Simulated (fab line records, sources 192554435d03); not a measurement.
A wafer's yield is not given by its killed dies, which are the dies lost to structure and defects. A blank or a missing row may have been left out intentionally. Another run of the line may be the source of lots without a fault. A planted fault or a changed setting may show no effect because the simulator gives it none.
fab line records | flow n5-finfet
[record] lots = 7 wafers = 21 last-day = 20
route steps=1938 shown GATE_CUT@505 MOL_CONTACT_COAG@517 BEOL_M4@1111 PASSIVATION@1936
lots untouched by any fault: they come from a run of this same line in which no faults occurred
start-h: the number of hours between the record's first day and the start of the first shown wafer of the lot | wait-h: hours since the lot's step before | " as in the row above | L1.1+2: several wafers, shown together as one row | - no value present, or no start provided | * or withheld: withheld | < > ~ a bound
route shown NAME@n: names a module that has steps shown in the file, with the first one's number in the route | usual: mean and standard deviation over wafers with no fault | same: alike in all rows | chamber/n: place in a boat | sites: each site's reading | _std_site: the standard deviation of these | _edge_site: outer sites' mean less inner sites' | radius-mm: for every site, how far away it sits from the centre of the wafer | mask NAME#n: copy n | behind: the tool/chamber that last shaped the wafer | hold: the reason the lot was held/the length of the hold in hours/how it ended | device: which transistor (n, p or np) failed to switch | end of line: the route-end tests of the same wafers | where a step has no rows: the recipe by itself | killed: dies lost to structure and defects at the first sort, not the wafer's yield | map: a wafer's dies, x killed, . not, _ none there
set.NAME: the setting as run; set.NAME@STEP: as run at that earlier step | model.NAME: the simulator's own value behind a step, which no gauge read
certain route steps with their lots: each step a table, each wafer a row
services: when a tool's chamber went out of use (start-h, in hours from the record's first day, below 0 if earlier), for how many hours, and the reason
[[steps]]
[step N5_GATE_CUT_VAPOR_ETCH_49]
[recipe] chemistry = BCl3/Cl2 target = TiAlC mode = isotropic
[step N5_GATE_CUT_VAPOR_ETCH_51]
[recipe] chemistry = BCl3/Cl2 target = HfO2 mode = isotropic
[step N5_GATE_CUT_STRIP_21]
[recipe] chemistry = N2/H2 time-s = 30 power-w = 1000 temp-c = 250 pressure-mtorr = withheld n2-flow-sccm = 1750 h2-flow-sccm = 3250
[usual] drypump-motor-current-A = 5.84/0.06 heater-power-w = 317/30
// columns lot.wafer tool chamber start-h wait-h drypump-motor-current-A heater-power-w rf-hours-counter-h
L661.1 plasma-asher-02 1 101.99 0.4 5.82 270 90
L661.2 " 0 " " 5.78 326 90
L661.6 " 0 " " 5.77 330 -
L663.2 plasma-asher-01 0 109.79 0.0 5.93 311 44
L663.4 " 0 " " 5.95 308 -
L663.6 " 0 " " 5.88 304 -
L665.1 plasma-asher-01 1 121.63 0.0 5.83 353 47
L665.3 " 0 " " 5.90 312 -
L665.5 " 1 " " 5.86 346 -
L666.1 plasma-asher-02 1 130.93 0.0 5.80 269 98
L666.4 " 1 " " 5.81 274 -
L666.6 " 0 " " 5.79 325 -
L669.1 plasma-asher-02 0 146.63 0.0 5.75 325 100
L669.3 " 1 " " 5.80 277 -
L669.6 " 1 " " 5.79 269 -
L672.1 plasma-asher-02 1 165.40 0.0 5.80 275 104
L672.2 " 0 " " 5.79 323 104
L672.6 " 0 " " 5.79 331 -
L682.1 plasma-asher-01 1 220.90 0.0 5.80 343 65
L682.2 " 0 " " 5.90 309 65
L682.4 " 1 " " 5.82 349 -
[step N5_GATE_CUT_STRIP_29]
[recipe] chemistry = post-etch-residue-remover time-s = 60 temp-c = 25 remover-ph = withheld remover-water-wt-pct = withheld remover-fluoride-wt-pct = withheld
[step N5_GATE_CUT_SRD_52]
[recipe] dry = ipa-marangoni time-s = 30 temp-c = 23 rinse-liquid = diw
[step N5_GATE_CUT_ALD_22]
[recipe] material = SiNx target-thk-a = 160 temp-c = 400 ald-precursor-family = SiH2I2 ald-co-reactant = N2/H2-plasma pulse-time-s = 1 ald-cycles = 320 purge-time-s = 2 co-reactant-purge-time-s = 2 pressure-torr = 2
[usual] heater-power-w = 860/77 precursor-pulse-height-rel = 1.001/0.019 susceptor-temp-C = 399.94/0.22
// columns lot.wafer tool chamber start-h wait-h heater-power-w precursor-pulse-height-rel susceptor-temp-C
L661.1 ald-sin-03 2 102.19 0.0 944 0.974 399.68
L661.2 " 3 " " 800 1.019 400.00
L661.6 " 2 " " 920 1.044 399.58
L663.2 ald-sin-04 3 109.94 0.0 714 0.988 399.94
L663.4 " 1 " " 930 1.011 400.04
L663.6 " 0 " " 806 1.019 400.12
L665.1 ald-sin-03 2 122.19 0.4 905 1.006 399.97
L665.3 " 1 " " 925 1.003 399.93
L665.5 " 0 " " 729 1.018 400.42
L666.1 ald-sin-03 2 131.13 0.0 920 0.984 399.85
L666.4 " 0 " " 719 1.008 399.99
L666.6 " 3 " " 792 0.994 399.54
L669.1 ald-sin-03 1 146.78 0.0 906 0.997 399.61
L669.3 " 2 " " 928 1.027 400.01
L669.6 " 1 " " 905 1.030 399.67
L672.1 ald-sin-01 1 165.56 0.0 976 1.002 400.22
L672.2 " 2 " " 877 0.965 399.91
L672.6 " 0 " " 868 0.967 400.00
L682.1 ald-sin-04 0 221.06 0.0 815 0.991 400.19
L682.2 " 1 " " 923 1.004 400.49
L682.4 " 2 " " 890 1.014 399.56
[step N5_GATE_CUT_CMP_23]
[recipe] stop-on = SiO2 t-overpolish-s = 23.4 post-cmp-clean = alkaline-brush down-force-psi = 2.5 platen-rpm = 51.8 pad-velocity-m-s = 1.0307 target-thk-nm = 16
[usual] motor-current-A = 9.3/1.1 overpolish-run-s = 23.400/0.0099 retaining-ring-pressure-frac = 1.000/0.005 time-to-endpoint-s = 18.9/2.1
// columns lot.wafer tool chamber start-h wait-h motor-current-A overpolish-run-s retaining-ring-pressure-frac time-to-endpoint-s
L661.1 cmp-02 3 103.72 0.8 10.3 23.397 1.006 20.1
L661.2 " 1 " " 9.1 23.388 0.999 18.2
L661.6 " 2 " " 9.8 23.388 1.000 19.2
L663.4 cmp-04 0 111.47 0.8 8.6 23.406 1.001 24.0
L663.2 " 1 " " 7.6 23.395 1.002 24.1
L663.6 " 0 " " 8.5 23.394 0.995 23.5
L665.1 cmp-04 2 123.68 0.8 9.4 23.395 1.003 19.1
L665.3 " 3 " " 10.4 23.417 0.989 19.1
L665.5 " 2 " " 8.9 23.403 1.008 18.2
L666.1 cmp-02 1 132.62 0.8 9.2 23.414 1.001 21.3
L666.4 " 3 " " 9.8 23.403 0.998 16.5
L666.6 " 2 " " 9.2 23.408 1.006 19.1
L669.3 cmp-04 0 148.35 0.8 8.5 23.407 1.012 21.2
L669.1 " 1 " " 7.4 23.402 0.999 20.9
L669.6 " 3 " " 10.3 23.387 1.001 21.8
L672.1 cmp-02 0 167.05 0.8 11.1 23.397 0.996 18.6
L672.2 " 2 " " 10.2 23.400 0.992 20.0
L672.6 " 0 " " 10.8 23.410 0.995 18.9
L682.2 cmp-02 2 222.55 0.8 9.4 23.388 1.005 18.9
L682.4 " 3 " " 10.1 23.405 0.999 21.5
L682.1 " 0 " " 10.6 23.417 0.995 19.8
[step N5_GATE_CUT_THK_MEAS_24]
[recipe] reads = SiO2_of_GATE_CUT_HM_DEP_46+SiO2_flowable_of_ILD0_FCVD_FILL_01
[usual] GC_FILL_THK = 219.9/2.1
// columns lot.wafer tool chamber start-h wait-h GC_FILL_THK[nm]
L661.1 film-metro-01 - 103.97 - 216.6
L661.2 " - " " 221.5
L661.6 " - " " 222.0
L663.2 film-metro-01 - 111.73 - 220.9
L663.4 " - " " 221.6
L663.6 " - " " 223.0
L665.1 film-metro-01 - 123.97 - 216.4
L665.3 " - " " 218.5
L665.5 " - " " 218.1
L666.1 film-metro-01 - 132.92 - 218.2
L666.4 " - " " 218.6
L666.6 " - " " 220.3
L669.1 film-metro-02 - 148.57 - 222.0
L669.3 " - " " 217.8
L669.6 " - " " 223.7
L672.1 film-metro-01 - 167.34 - 220.9
L672.2 " - " " 221.5
L672.6 " - " " 224.2
L682.1 film-metro-01 - 222.84 - 219.7
L682.2 " - " " 218.4
L682.4 " - " " 219.7
[step N5_GATE_CUT_CMP_43]
[recipe] material = SiO2 post-cmp-clean = rinse-only
[usual] motor-current-A = 12.5/1.7 retaining-ring-pressure-frac = 1.000/0.0051
// columns lot.wafer tool chamber start-h wait-h motor-current-A retaining-ring-pressure-frac
L661.1 cmp-01 0 104.08 0.1 13.0 0.995
L661.2 " 2 " " 15.3 0.992
L661.6 " 0 " " 14.0 0.997
L663.4 cmp-01 1 111.76 0.0 10.5 0.999
L663.2 " 3 " " 11.7 0.996
L663.6 " 2 " " 14.8 0.996
L665.3 cmp-02 2 124.08 0.1 12.5 0.999
L665.1 " 0 " " 14.5 1.002
L665.5 " 2 " " 12.2 0.997
L666.4 cmp-01 0 132.94 0.0 13.4 0.995
L666.1 " 2 " " 16.0 1.001
L666.6 " 0 " " 13.7 0.990
L669.1 cmp-04 0 148.60 0.0 11.5 1.003
L669.3 " 1 " " 10.0 1.007
L669.6 " 0 " " 11.6 1.012
L672.1 cmp-01 1 167.45 0.1 9.9 1.000
L672.2 " 3 " " 10.8 1.005
L672.6 " 1 " " 10.2 1.000
L682.1 cmp-02 1 222.87 0.0 12.2 0.998
L682.4 " 3 " " 14.2 0.998
L682.2 " 0 " " 15.2 1.005
[step N5_GATE_CUT_CMP_61]
[recipe] stop-on = SiNx t-overpolish-s = 3 post-cmp-clean = alkaline-brush down-force-psi = 4 platen-rpm = 27.09 pad-velocity-m-s = 0.539
[usual] motor-current-A = 12.6/1.7 retaining-ring-pressure-frac = 1.000/0.0049
// columns lot.wafer tool chamber start-h wait-h motor-current-A retaining-ring-pressure-frac
L661.1 cmp-01 0 104.51 0.3 13.8 1.001
L661.2 " 2 " " 15.2 1.001
L661.6 " 0 " " 13.4 1.004
L663.4 cmp-01 1 112.24 0.4 10.5 0.999
L663.2 " 3 " " 11.1 0.994
L663.6 " 2 " " 15.0 1.004
L665.3 cmp-02 2 124.51 0.3 12.8 1.008
L665.1 " 0 " " 14.3 0.997
L665.5 " 2 " " 12.8 1.003
L666.4 cmp-01 0 133.42 0.4 12.7 0.996
L666.1 " 2 " " 15.4 1.008
L666.6 " 0 " " 13.8 0.997
L669.1 cmp-04 0 149.08 0.4 11.7 1.001
L669.3 " 1 " " 9.9 1.002
L669.6 " 0 " " 12.4 1.006
L672.1 cmp-01 1 167.88 0.3 10.1 1.000
L672.2 " 3 " " 11.0 0.994
L672.6 " 1 " " 9.9 0.997
L682.1 cmp-02 1 223.35 0.4 12.2 0.992
L682.4 " 3 " " 13.6 1.003
L682.2 " 0 " " 14.6 0.997
[step N5_GATE_CUT_INSPECT_26]
[recipe] inspect-instrument = darkfield mode = post-cmp
[usual] raw-defect-count = 42/17
// columns lot.wafer tool chamber start-h wait-h raw-defect-count
L661.1 defect-inspect-01 - 104.72 0.0 53
L661.2 " - " " 46
L661.6 " - " " 40
L663.2 defect-inspect-02 - 112.47 0.0 57
L663.4 " - " " 45
L663.6 " - " " 42
L665.1 defect-inspect-02 - 124.71 0.0 36
L665.3 " - " " 62
L665.5 " - " " 56
L666.1 defect-inspect-02 - 133.66 0.0 41
L666.4 " - " " 67
L666.6 " - " " 54
L669.1 defect-inspect-01 - 149.31 0.0 26
L669.3 " - " " 33
L669.6 " - " " 34
L672.1 defect-inspect-02 - 168.08 0.0 48
L672.2 " - " " 53
L672.6 " - " " 48
L682.1 defect-inspect-01 - 223.58 0.0 24
L682.2 " - " " 27
L682.4 " - " " 30
[step N5_MOL_CONTACT_COAG_COAT_103]
[recipe] resist = SOC temp-c = 250 time-s = 60 spin-rpm = 1500 resist-thk-nm = 80
[usual] heater-power-total-W = 500.2/1.9 plate-temp-C = 250.02/0.17
// columns lot.wafer tool chamber start-h wait-h heater-power-total-W plate-temp-C model.SOC_of_MOL_CONTACT_COAG_COAT_103.thk-nm
L661.1 litho-track-04 0 104.75 0.0 503.4 250.13 80
L661.2 " 0 " " 501.1 249.91 80
L661.6 " 0 " " 498.6 250.10 80
L663.2 litho-track-04 0 112.50 0.0 476.1 241.03 80.6
L663.4 " 0 " " 478.8 240.75 80.6
L663.6 " 0 " " 478.9 240.91 80.4
L665.1 litho-track-03 0 124.75 0.0 503.2 250.16 79.8
L665.3 " 0 " " 500.1 250.13 80
L665.5 " 0 " " 501.5 250.06 79.8
L666.1 litho-track-04 0 133.69 0.0 476.5 240.64 80.4
L666.4 " 0 " " 475.7 240.54 80.4
L666.6 " 0 " " 478.5 240.57 80.4
L669.1 litho-track-04 0 149.34 0.0 477.8 240.89 80.4
L669.3 " 0 " " 476.3 240.79 80.4
L669.6 " 0 " " 477.5 240.80 80.6
L672.1 litho-track-01 0 168.11 0.0 499.7 250.03 79.6
L672.2 " 0 " " 501.2 250.08 80
L672.6 " 0 " " 497.7 249.73 80
L682.1 litho-track-03 0 223.61 0.0 500.8 250.29 80
L682.2 " 0 " " 499.0 249.84 79.8
L682.4 " 0 " " 498.5 250.22 80.2
[step N5_MOL_CONTACT_COAG_COAT_104]
[recipe] resist = SiARC temp-c = 220 time-s = 60 spin-rpm = 1500 resist-thk-nm = 12
[step N5_BEOL_M4_RC_MEAS_101]
[usual] DIBL_N = 36.3/1.6 DIBL_P = 36.4/2.1 IOFF_N = 0.16/0.032 IOFF_P = 0.22/0.044 ION_N = 675/12 ION_P = 463/8.3 SS_N = 71.6/0.64 SS_P = 73.3/0.67 VT_N = 250/3.3 VT_P = -250/3.7
// columns lot.wafer tool chamber start-h wait-h DIBL_N[mV/V] DIBL_P[mV/V] IOFF_N[nA/um] IOFF_P[nA/um] ION_N[uA/um] ION_P[uA/um] SS_N[mV/dec] SS_P[mV/dec] VT_N[mV] VT_P[mV]
L661.1 prober-01 0 208.95 0.0 37.6 37.9 0.16 0.19 675 458 71.7 73.6 249 -254
L661.2 " 0 " " 39.2 40.5 0.20 0.24 690 467 72.1 74.4 246 -247
L661.6 " 0 " " 34.9 35.7 0.13 0.17 667 453 71.4 73.2 254 -254
L663.2 prober-01 0 219.13 0.2 37.4 38.4 0.19 0.25 684 468 71.2 73.8 245 -248
L663.4 " 0 " " 37.6 38.7 0.18 0.24 682 468 72.0 73.3 249 -250
L663.6 " 0 " " 35.2 35.4 0.15 0.20 660 463 70.3 72.8 250 -250
L665.1 prober-01 0 231.76 0.0 35.4 35.1 0.14 0.19 654 452 71.6 73.9 256 -252
L665.3 " 0 " " 37.2 37.9 0.19 0.24 689 466 71.4 74.0 249 -247
L665.5 " 0 " " 36.3 36.1 0.16 0.22 676 463 71.9 73.2 251 -250
L666.1 prober-01 0 252.31 0.0 35.3 37.2 0.15 0.23 675 466 72.0 73.5 252 -248
L666.4 " 0 " " 38.3 40.3 0.20 0.29 687 474 72.6 74.3 250 -244
L666.6 " 0 " " 37.8 39.4 0.19 0.27 676 463 72.0 74.6 248 -247
L669.1 prober-01 0 284.29 0.0 35.6 35.2 0.14 0.20 677 469 71.4 73.0 249 -248
L669.3 " 0 " " 37.5 37.7 0.17 0.24 667 459 71.5 73.5 251 -246
L669.6 " 0 " " 36.3 35.9 0.15 0.22 673 470 71.2 73.3 250 -250
L672.1 prober-01 0 291.12 0.0 37.7 38.8 0.21 0.25 681 462 72.8 74.3 245 -247
L672.2 " 0 " " 39.5 42.2 0.26 0.33 704 480 73.4 74.9 245 -244
L672.6 " 0 " " 36.5 38.8 0.19 0.25 693 476 72.3 73.4 247 -248
L682.1 prober-01 0 381.10 0.0 36.1 35.0 0.16 0.21 677 464 72.1 72.6 251 -249
L682.2 " 0 " " 37.0 36.6 0.17 0.23 676 468 72.2 73.1 249 -247
L682.4 " 0 " " 36.2 36.2 0.16 0.23 686 473 71.7 72.7 248 -250
[step N5_PASSIVATION_PROBE_49]
[usual] defect-limited-yield = 91.4/1.2 killed_at_M0_to_M3 = 35/11 killed_at_M4_up = 14/6 killed-at-contacts = 12/6.7 killed-at-front-end = 37/9.7 killed-at-other = 3.5/2.5 killed-dies = 102/15 killed-open = 67/12 killed-short = 33/7.3 sort_bin_5_function = 5.1/0.81 sort_bin_6_memory = 3.2/0.65 sort-n-pass = 1078/15 sort-yield-pct = 91.4/1.2
[same] gross-dies = 1180 killed-at-back-side = 0 sort_bin_4_leakage[%] = 0 sort_bin_8_speed[%] = 0
// columns lot.wafer tool chamber start-h wait-h defect-limited-yield[%] killed_at_M0_to_M3 killed_at_M4_up killed-at-contacts killed-at-front-end killed-at-other killed-dies killed-open killed-short sort_bin_5_function[%] sort_bin_6_memory[%] sort-n-pass sort-yield-pct[%]
L661.1 prober-01 - 318.35 0.0 90.8 44 8 9 41 7 109 64 44 5.7 3.3 1071 90.8
L661.2 prober-01 - 318.40 0.1 90.4 47 13 19 32 2 113 78 34 5.7 3.6 1067 90.4
L661.6 prober-01 - 318.60 0.3 89.4 47 15 3 58 2 125 66 59 5.8 4.3 1055 89.4
L663.2 prober-01 - 343.01 0.1 90.8 20 17 32 35 4 108 82 26 5.3 3.7 1072 90.8
L663.4 prober-01 - 343.11 0.2 90.4 24 14 21 48 6 113 74 39 5.8 3.5 1067 90.4
L663.6 prober-01 - 343.21 0.3 91.5 21 18 19 39 3 100 64 36 5.4 2.7 1080 91.5
L665.1 prober-01 - 354.94 0.0 90.0 28 14 24 51 1 118 78 40 5.4 4.1 1062 90.0
L665.3 prober-01 - 355.04 0.1 89.6 63 12 7 36 5 123 72 50 6.6 3.5 1057 89.6
L665.5 prober-01 - 355.14 0.2 89.5 51 23 14 34 2 124 83 37 6.5 3.6 1056 89.5
L666.1 prober-01 - 359.73 0.0 93.4 28 8 6 31 5 78 46 32 4.1 2.3 1102 93.4
L666.4 prober-01 - 359.88 0.2 91.3 48 8 7 39 1 103 72 31 4.6 3.6 1077 91.3
L666.6 prober-01 - 359.98 0.3 91.6 29 14 11 41 4 99 65 34 5.0 3.0 1081 91.6
L672.1 prober-02 - 389.64 0.0 92.1 31 19 5 36 2 93 64 28 5.3 2.4 1087 92.1
L672.2 prober-02 - 389.69 0.1 90.6 34 29 5 38 5 111 84 27 6.0 3.1 1069 90.6
L672.6 prober-02 - 389.89 0.3 91.9 31 13 18 29 5 96 58 38 4.7 3.3 1084 91.9
L669.1 prober-02 - 390.19 0.0 89.7 42 12 10 50 7 121 64 47 5.8 3.2 1059 89.7
L669.3 prober-02 - 390.29 0.1 91.8 40 3 13 40 1 97 64 33 4.3 3.4 1083 91.8
L669.6 prober-02 - 390.44 0.3 91.4 29 18 9 43 3 102 67 35 4.9 3.4 1078 91.4
// killed by level:class
L661.1 FIN_SAQP:geometric-particle:short=15 BEOL_M1:geometric-particle:open=12 MOL_CONTACT_COAG:geometric-particle:open=9 BEOL_M0_SAQP:geometric-particle:short=9 BEOL_M2:geometric-particle:open=8 GATE_CUT:geometric-particle:open=5 BEOL_M0_SAQP:geometric-particle:open=5 MIM_TOP_ETCH:geometric-particle:short=5
L661.2 MOL_CONTACT_COAG:geometric-particle:open=17 BEOL_M3:geometric-particle:open=16 BEOL_M1:geometric-particle:open=10 FIN_SAQP:geometric-particle:short=8 GATE_CUT:geometric-particle:short=6 BEOL_M0_SAQP:geometric-particle:open=6 FIN_SAQP:geometric-particle:open=4 BEOL_M0_SAQP:geometric-particle:short=4
L661.6 BEOL_M0_SAQP:geometric-particle:short=20 FIN_SAQP:geometric-particle:short=17 FIN_SAQP:geometric-particle:open=12 BEOL_M0_SAQP:geometric-particle:open=10 GATE_CUT:geometric-particle:short=8 BEOL_M1:geometric-particle:open=7 GATE_CUT:geometric-particle:open=6 BEOL_M3:geometric-particle:open=5
L663.2 MOL_CONTACT_COAG:geometric-particle:open=28 FIN_SAQP:geometric-particle:open=11 BEOL_M1:geometric-particle:open=7 BEOL_M4:geometric-particle:open=7 FIN_SAQP:geometric-particle:short=5 ILD0:geometric-particle:open=4 GATE_CUT:geometric-particle:short=4 MOL_CONTACT_COAG:geometric-particle:short=4
L663.4 FIN_SAQP:geometric-particle:short=16 MOL_CONTACT_COAG:geometric-particle:open=16 FIN_SAQP:geometric-particle:open=13 BEOL_M2:geometric-particle:open=9 STI_FIN_REVEAL:geometric-particle:open=7 MOL_CONTACT_COAG:geometric-particle:short=5 BEOL_M0:geometric-particle:open=5 BEOL_M5:geometric-particle:open=5
L663.6 FIN_SAQP:geometric-particle:short=15 MOL_CONTACT_COAG:geometric-particle:open=15 FIN_SAQP:geometric-particle:open=8 STI_FIN_REVEAL:geometric-particle:open=8 BEOL_M1:geometric-particle:open=7 BEOL_M0_SAQP:geometric-particle:short=5 BEOL_M6:geometric-particle:open=5 MOL_CONTACT_COAG:geometric-particle:short=4
L665.1 MOL_CONTACT_COAG:geometric-particle:open=17 FIN_SAQP:geometric-particle:short=13 FIN_SAQP:geometric-particle:open=11 STI_FIN_REVEAL:geometric-particle:open=10 BEOL_M4:geometric-particle:open=8 DUMMY_GATE:geometric-particle:open=7 MOL_CONTACT_COAG:geometric-particle:short=7 BEOL_M0_SAQP:geometric-particle:open=7
L665.3 BEOL_M0_SAQP:geometric-particle:short=22 BEOL_M0_SAQP:geometric-particle:open=17 BEOL_M2:geometric-particle:open=12 FIN_SAQP:geometric-particle:short=9 FIN_SAQP:geometric-particle:open=7 MOL_CONTACT_COAG:geometric-particle:open=5 STARTING-WAFER:geometric-particle:open=5 BEOL_M3:geometric-particle:short=4
L665.5 BEOL_M0_SAQP:geometric-particle:open=16 MOL_CONTACT_COAG:geometric-particle:open=11 STI_FIN_REVEAL:geometric-particle:open=10 BEOL_M4:geometric-particle:open=9 FIN_SAQP:geometric-particle:short=8 BEOL_M0_SAQP:geometric-particle:short=7 BEOL_M3:geometric-particle:short=7 BEOL_M2:geometric-particle:open=5
L666.1 FIN_SAQP:geometric-particle:open=9 FIN_SAQP:geometric-particle:short=7 MOL_CONTACT_COAG:geometric-particle:open=6 BEOL_M2:geometric-particle:open=5 GATE_CUT:geometric-particle:short=4 BEOL_M1:geometric-particle:short=4 BEOL_M3:geometric-particle:open=4 BEOL_M0_SAQP:geometric-particle:short=3
L666.4 BEOL_M1:geometric-particle:open=13 FIN_SAQP:geometric-particle:open=9 BEOL_M1:geometric-particle:short=8 FIN_SAQP:geometric-particle:short=7 MOL_CONTACT_COAG:geometric-particle:open=7 BEOL_M0_SAQP:geometric-particle:open=6 GATE_CUT:geometric-particle:open=6 BEOL_M2:geometric-particle:open=6
L666.6 FIN_SAQP:geometric-particle:short=9 MOL_CONTACT_COAG:geometric-particle:open=9 DUMMY_GATE:geometric-particle:open=8 BEOL_M4:geometric-particle:open=8 BEOL_M3:geometric-particle:open=6 STI_FIN_REVEAL:geometric-particle:open=6 BEOL_M0_SAQP:geometric-particle:short=6 FIN_SAQP:geometric-particle:open=5
L672.1 STI_FIN_REVEAL:geometric-particle:open=10 BEOL_M4:geometric-particle:open=10 BEOL_M0_SAQP:geometric-particle:short=6 FIN_SAQP:geometric-particle:open=5 BEOL_M2:geometric-particle:open=5 MOL_CONTACT_COAG:geometric-particle:open=4 BEOL_M1:geometric-particle:open=4 BEOL_M1:geometric-particle:short=4
L672.2 BEOL_M4:geometric-particle:open=14 BEOL_M3:geometric-particle:open=11 FIN_SAQP:geometric-particle:open=10 DUMMY_GATE:geometric-particle:open=10 BEOL_M4:geometric-particle:short=5 GATE_CUT:geometric-particle:short=4 GATE_CUT:geometric-particle:open=4 MOL_CONTACT_COAG:geometric-particle:open=4
L672.6 MOL_CONTACT_COAG:geometric-particle:open=13 FIN_SAQP:geometric-particle:short=5 DUMMY_GATE:geometric-particle:open=5 MOL_CONTACT_COAG:geometric-particle:short=5 BEOL_M3:geometric-particle:open=5 BEOL_M0_SAQP:geometric-particle:open=5 BEOL_M2:geometric-particle:open=5 BEOL_M4:geometric-particle:open=5
L669.1 STI_FIN_REVEAL:geometric-particle:open=13 BEOL_M0_SAQP:geometric-particle:short=10 HKMG_FIN:area-etch=10 BEOL_M4:geometric-particle:open=9 BEOL_M0_SAQP:geometric-particle:open=8 BEOL_M3:geometric-particle:open=8 BEOL_M3:geometric-particle:short=7 FIN_SAQP:geometric-particle:short=5
L669.3 MOL_CONTACT_COAG:geometric-particle:open=12 BEOL_M0_SAQP:geometric-particle:open=11 BEOL_M0_SAQP:geometric-particle:short=11 GATE_CUT:geometric-particle:short=9 STI_FIN_REVEAL:geometric-particle:open=7 STARTING-WAFER:geometric-particle:open=6 DUMMY_GATE:geometric-particle:open=5 BEOL_M2:geometric-particle:open=5
L669.6 STI_FIN_REVEAL:geometric-particle:open=11 FIN_SAQP:geometric-particle:short=10 BEOL_M3:geometric-particle:open=9 GATE_CUT:geometric-particle:short=7 MOL_CONTACT_COAG:geometric-particle:open=7 BEOL_M4:geometric-particle:open=7 BEOL_M7:geometric-particle:open=5 BEOL_M0_SAQP:geometric-particle:open=4
[[services]]
// columns tool chamber start-h hours kind
ald-sin-03 3 83.57 6.5 repair
ald-sin-04 - 85.25 14.0 pm
ald-sin-04 0 85.25 14.0 vent-cycle
ald-sin-04 1 85.25 14.0 vent-cycle
litho-track-04 - 87.69 - consumable-replace:filter
cmp-02 - 93.51 5.2 pm
plasma-asher-01 - 99.91 6.3 repair
cmp-04 - 108.72 1.5 repair
ald-sin-03 3 111.15 14.7 repair
cmp-04 - 113.44 0.4 repair
ald-sin-01 3 131.40 31.4 repair
cmp-01 - 141.47 0.4 repair
cmp-02 - 145.46 1.4 repair
cmp-04 - 150.34 4.0 pm
cmp-02 - 152.79 4.0 pm
cmp-04 - 154.34 - consumable-replace:conditioner
cmp-04 - 154.34 - consumable-replace:pad
cmp-02 - 156.79 - consumable-replace:conditioner
cmp-02 - 156.79 - consumable-replace:pad
cmp-04 - 161.70 6.2 pm
plasma-asher-01 - 173.04 2.9 repair
cmp-04 - 173.15 0.2 repair
plasma-asher-01 - 178.82 0.7 repair
ald-sin-03 2 191.18 3.0 repair
[[key]]
[first-sign] step = N5_MOL_CONTACT_COAG_COAT_103 reading = plate-temp-C direction = down sigmas = 55 usual = * struck = *
[effect] step = N5_MOL_CONTACT_COAG_COAT_103 reading = heater-power-total-W direction = down sigmas = 12 usual = * struck = *
[model-effect] step = N5_MOL_CONTACT_COAG_COAT_103 value = SOC_of_MOL_CONTACT_COAG_COAT_103.thk-nm without = 80.2 struck = 80.47
met-at N5_MOL_CONTACT_COAG_COAT_103
struck-wafers L663.2,L663.4,L663.6,L666.1,L666.4,L666.6,L669.1,L669.3,L669.6
[baseline-loss] step = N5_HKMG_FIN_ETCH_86 wafers = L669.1
onset-between 104.75 112.50
[fault] kind = process-parameter-drift tool = litho-track-04 chamber = - onset-h = 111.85 steps = N5_MOL_CONTACT_COAG_COAT_103 channel = temp-c offset = * shape = step end-h = 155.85 acts-in = * stated = *
// baseline-loss: these wafers lose ten dies or more at that step, a loss of the line's own and not of a fault; the sort's usual values leave them out
